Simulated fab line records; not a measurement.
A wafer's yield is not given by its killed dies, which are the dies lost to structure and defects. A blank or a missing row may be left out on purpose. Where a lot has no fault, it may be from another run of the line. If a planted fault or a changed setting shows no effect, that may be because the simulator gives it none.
Comparing a struck lot with a sound one / flow n5_finfet / 37 steps out of a route of 1938
Sound: these wafers, L189.1, L189.2, L189.5. The struck wafers were L191.1, L191.2, L191.5. The cause comes at the end.
Each step with rows lists, per side, the tool, then ch with its chambers, then its first start. Under that, the readings that differ: sound wafers / struck wafers / difference of the means / sigmas: that difference in standard deviations of wafers without a fault.
alike: words and numbers the same on both sides, and readings whose means are apart by under 2 such deviations; not compared: readings that were withheld, readings missing a value for some wafer, numbers with overlapping values and no deviation given by the record, and bounds like >300 which may hide the same value.
Wherever a step has rows on one side only, a row that says differs or no value, or a row with sigmas, the two part there. Numbers that don't overlap but have no deviation are shown without sigmas and don't part them. A reading missing from all wafers of one side parts the sides only when that side holds two or more wafers.

first, 12 steps without rows for these wafers: N5_SD_EPI_P_STRIP_38 (strips in N2/H2); N5_SD_EPI_P_ETCHBACK_46 (etches SiNx in CH3F/O2, stops on SiO2, target depth 17.5 nm); N5_SD_EPI_P_ETCH_47 (etches SiOCN in CH3F/O2, target depth 25 nm); N5_SD_EPI_P_ETCH_16 (etches SiO2 in CHF3/O2, target depth 5 nm); N5_SD_EPI_P_STRIP_50 (strips in CHF3/O2); N5_SD_EPI_P_SD_RECESS_17 (chemistry HBr/Cl2/O2, target depth 39.1 nm, bt time 3 s); N5_SD_EPI_P_WET_ETCH_45 (etches SiO2 in dHF, time 10.7 s, target depth 2 nm, rinse time 30 s); N5_SD_EPI_P_STRIP_40 (strips in N2/H2); N5_SD_EPI_P_PRECLEAN_52 (cleans in O3/DIW, time 60 s); N5_SD_EPI_P_SRD_20 (time 30 s); N5_SD_EPI_P_PRECLEAN_51 (cleans in NF3:NH3, afs cycles 1, time 20 s, sublimation time 60 s); N5_SD_EPI_P_VAPOR_ETCH_44 (etches SiGe30 in NF3/Ar, time 3.3 s).
N5_SD_EPI_P_EPI_21: deposits SiGe:B, time 355 s.
  sound on epi_rpcvd-03 ch 0, day 6 07:11; struck on epi_rpcvd-03 ch 0, day 6 19:58
reading=chamber_pressure_Torr (Torr); sound=20.00 19.96 20.03; struck=28.05 28.00 28.10; difference=+8.05; sigmas=+99 or more
reading=model.SiGe-B_of_SD_EPI_P_EPI_21.thk_nm (nm); sound=61.6 62 61.4; struck=70.4 71.2 69.8; difference=+8.8; sigmas=
  alike: lamp_inner_pct
N5_SD_EPI_P_EPI_MEAS_23:
  struck on film_metro-01, day 6 22:10; sound on film_metro-01, day 6 09:22
reading=thk_nm (nm); sound=60.8 63.4 60.8; struck=70.5 71.9 69.6; difference=+9.0; sigmas=+7
then, 8 steps without rows for these wafers: N5_SD_EPI_P_HM_STRIP_48 (strips SiNx in H3PO4, material SiNx, target depth 3 nm); N5_SD_EPI_P_SRD_49 (time 30 s); N5_SD_EPI_P_PRECLEAN_24 (cleans in O3/DIW, time 45 s); N5_SD_EPI_P_PRECLEAN_32 (cleans in dHF, time 10 s); N5_SD_EPI_P_PRECLEAN_33 (cleans in SC2, time 45 s); N5_SD_EPI_P_SRD_25 (time 30 s); N5_SD_ACTIVATION_RTA_00 (time 0 s); N5_SD_ACTIVATION_LSA_01 (time 0.0008 s).
N5_SD_ACTIVATION_RS_MEAS_03: measures by four-point-probe.
  struck on film_metro-01, day 6 22:46; sound on film_metro-02, day 6 10:09
reading=RS_SD_P (ohm/sq); sound=55.5 55.2 55.8; struck=44.3 43.8 44.3; difference=-11.4; sigmas=-14
  alike: RS_SD_N
then, 12 steps without rows for these wafers: N5_ILD0_LINER_00 (material SiNx, target thk 4 nm, pulse time 1 s, purge time 2 s); N5_ILD0_FCVD_FILL_01 (material SiO2 flowable, target thk 200 nm, time 328.3 s); N5_ILD0_CURE_02 (time 1800 s); N5_ILD0_CMP_03 (polishes, stops on SiNx, t overpolish 1.9 s, target thk 197.38 nm); N5_ILD0_CMP_07 (polishes SiO2 flowable, stops on poly-Si, t overpolish 1.18 s, target thk 138.88 nm); N5_ILD0_PRECLEAN_10 (cleans in NF3:NH3, afs cycles 5, time 20 s, sublimation time 60 s); N5_ILD0_ALD_15 (deposits SiNx, target thk 24 nm, pulse time 1 s, ald cycles 480); N5_ILD0_CMP_12 (polishes SiNx, stops on poly-Si, t overpolish 6 s, target thk 17.67 nm); N5_SDB_HM_DEP_00 (deposits SiNx from SiH4/NH3/N2, target thk 40 nm, time 35.3 s); N5_SDB_COAT_03 (time 60 s, resist thk 100 nm); N5_SDB_COAT_04 (time 60 s, resist thk 18 nm); N5_SDB_COAT_05 (resist thk 90 nm).
N5_MOL_CONTACT_COAG_ETCH_110: etches Si in CF4/O2, target depth 2.5 nm, time 8 s.
  sound on rie_diel-01 ch 0,1, day 7 16:44; struck on rie_diel-01 ch 0,1, day 8 03:31
reading=model.SiGe-B_of_SD_EPI_P_EPI_21.thk_nm (nm); sound=58.8 59 58.4; struck=67 67.8 66.4; difference=+8; sigmas=
  alike: cf4_flow_sccm, drypump_motor_current_A, oes_product_au, rf_vpp_V, showerhead_plenum_p_Torr, throttle_valve_pct
  not compared: rf_hours_counter_h
-- a jump in the record: the struck wafers' starts before and after are 3 days apart (it breaks off in module MOL_CONTACT_COAG and resumes in module BEOL_M4, where the first step shown is number 1111 of the route) --
N5_BEOL_M4_RC_MEAS_101:
  sound on prober-02 ch 0, day 11 00:19; struck on prober-02 ch 0, day 11 06:31
reading=RC_DENSE_P (ohm.um); sound=23.8 23.8 23.5; struck=21.9 21.9 22.2; difference=-1.7; sigmas=-3
reading=REXT_P (ohm.um); sound=100.7 99.8 98.1; struck=91.5 91.6 91.2; difference=-8.1; sigmas=-3
reading=RS_SD_P (ohm/sq); sound=65.1 65.1 65.2; struck=52.3 51.9 52.9; difference=-12.8; sigmas=-14
  alike: DIBL_N, DIBL_P, IOFF_N, IOFF_P, ION_N, ION_P, SS_N, SS_P, VT_N, VT_P

== WHERE THEY PART ==
Earliest at N5_SD_EPI_P_EPI_21; latest, in this record, at N5_BEOL_M4_RC_MEAS_101.

WHY: whatever the simulator had introduced
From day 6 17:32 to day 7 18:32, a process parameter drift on epi_rpcvd-03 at N5_SD_EPI_P_EPI_21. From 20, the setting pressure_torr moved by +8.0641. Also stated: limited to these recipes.
